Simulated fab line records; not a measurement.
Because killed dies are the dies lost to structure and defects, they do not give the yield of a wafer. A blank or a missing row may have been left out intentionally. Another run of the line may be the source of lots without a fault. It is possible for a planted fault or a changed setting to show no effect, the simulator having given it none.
Which tool is to blame? -- flow nand-harc -- 36 wafers from 12 lots sampled at 5 of the route's 1302 steps

## WHAT EACH GAUGE READ, for each wafer
NHARC_A_SLIT_CD_MEAS_09: the cd target is 300 nm.
lot,measured,on,cd-nm (nm)
L074,day 20 16:08,cd-sem-02,299.5 299.3 300.2
L076,day 20 17:02,cd-sem-03,300.1 299.8 300.8
L079,day 21 05:59,cd-sem-01,299.7 299.1 300.6
L081,day 23 05:25,cd-sem-02,300.0 300.1 300.2
L083,day 23 15:12,cd-sem-02,300.1 299.4 299.6
L086,day 24 05:17,cd-sem-01,300.6 300.1 299.9
L087,day 25 15:10,cd-sem-01,299.1 299.0 300.2
L090,day 26 18:59,cd-sem-03,298.9 299.2 299.9
L091,day 27 15:05,cd-sem-03,299.6 300.2 300.1
L092,day 27 11:22,cd-sem-01,299.6 300.0 299.8
L095,day 28 15:11,cd-sem-03,300.6 300.5 299.9
L097,day 29 15:05,cd-sem-03,299.7 299.2 299.2

## TOOL THAT RAN EACH LOT (tool first, then ch and the chambers of the sampled wafers, then the start)
lot,NHARC_A_STAIRCASE_ETCH_294,NHARC_A_STAIRCASE_DESCUM_443,NHARC_A_STAIRCASE_STRIP_475,NHARC_A_SGD_CUT_ETCH_16
L074,"rie-diel-04 ch 1,2, day 19 20:06 or earlier","rie-diel-04 ch 0,1, day 19 20:06","rie-diel-02 ch 1,2, day 20 16:08 or earlier","rie-diel-12 ch 0,3, day 20 16:08 or earlier"
L076,"rie-diel-02 ch 0,2,3, day 19 19:56 or earlier","rie-diel-02 ch 1,2,3, day 19 19:56","rie-diel-02 ch 0,1,3, day 20 17:02 or earlier","rie-diel-12 ch 0,2,3, day 20 17:02 or earlier"
L079,"rie-diel-02 ch 1,3, day 20 10:35 or earlier","rie-diel-04 ch 0,2,3, day 20 10:35","rie-diel-02 ch 0,1,2, day 21 05:59 or earlier","rie-diel-05 ch 0,1,3, day 21 05:59 or earlier"
L081,"rie-diel-06 ch 1,3, day 22 04:10 or earlier","rie-diel-02 ch 0,1,3, day 22 04:10","rie-diel-04 ch 0,1, day 23 05:25 or earlier","rie-diel-12 ch 1,3, day 23 05:25 or earlier"
L083,"rie-diel-04 ch 0,2,3, day 22 19:01 or earlier","rie-diel-04 ch 0,1,3, day 22 19:01","rie-diel-06 ch 1,2, day 23 01:37","rie-diel-09 ch 2,3, day 23 15:12 or earlier"
L086,"rie-diel-02 ch 2,3, day 23 12:07 or earlier","rie-diel-06 ch 0,1,2, day 23 12:07","rie-diel-04 ch 1,2,3, day 24 05:17 or earlier","rie-diel-05 ch 0,1,2, day 24 05:17 or earlier"
L087,"rie-diel-02 ch 0,1,2, day 24 18:27 or earlier","rie-diel-02 ch 0,1,3, day 24 18:27","rie-diel-06 ch 0,1, day 25 15:10 or earlier","rie-diel-12 ch 0,1,2, day 25 15:10 or earlier"
L090,"rie-diel-02 ch 0,1,2, day 25 12:23 or earlier","rie-diel-02 ch 0,2,3, day 25 12:23","rie-diel-02 ch 0,1,3, day 26 18:59 or earlier","rie-diel-05 ch 0,1,2, day 26 18:59 or earlier"
L091,"rie-diel-06 ch 1,2, day 26 14:14 or earlier","rie-diel-02 ch 0,1, day 26 14:14","rie-diel-02 ch 0,1,3, day 27 15:05 or earlier","rie-diel-05 ch 2,3, day 27 15:05 or earlier"
L092,"rie-diel-06 ch 1,2, day 26 14:16 or earlier","rie-diel-06 ch 0,2,3, day 26 14:16","rie-diel-02 ch 1,2,3, day 27 11:22 or earlier","rie-diel-05 ch 1,2, day 27 11:22 or earlier"
L095,"rie-diel-06 ch 0,1,2, day 27 18:27 or earlier","rie-diel-04 ch 1,2, day 27 18:27","rie-diel-02 ch 2,3, day 28 15:11 or earlier","rie-diel-05 ch 0,3, day 28 15:11 or earlier"
L097,"rie-diel-04 ch 0,1,2, day 28 18:53 or earlier","rie-diel-04 ch 0,1,2, day 28 18:53","rie-diel-04 ch 1,2, day 29 03:21","rie-diel-12 ch 0,1,2, day 29 15:05 or earlier"
- NHARC_A_STAIRCASE_ETCH_294: etches the open film in C4F8/O2/Ar, target depth 4989 nm, time 1211.6 s.
- NHARC_A_STAIRCASE_DESCUM_443: chemistry O2, time 3 s.
- NHARC_A_STAIRCASE_STRIP_475: strips in O2, time 20 s.
- NHARC_A_SGD_CUT_ETCH_16: etches the open film in C4F8/O2/Ar, target depth 310.5 nm, time 155.2 s.

## THE ANSWER, worked out from the rows above alone
Rule: the usual values come from the lots themselves. The widest of any qualifying gaps counts: lots, ordered by their means at a reading, are off when they make up no more than a third of the lots, leave a main group of 4 or more, and stand apart from it by 3 or more times the standard deviation of that group's means. If all means in a main group match to the digits the tables above print for the reading, that group is not used. A lot without any number at a reading at which 4 lots or more have one is off too. Where the step has rows for the other lots, those lots are counted as sound.
None of the lots is off at any reading shown; this tells nothing.

## WHAT WAS PUT IN BY THE SIMULATOR
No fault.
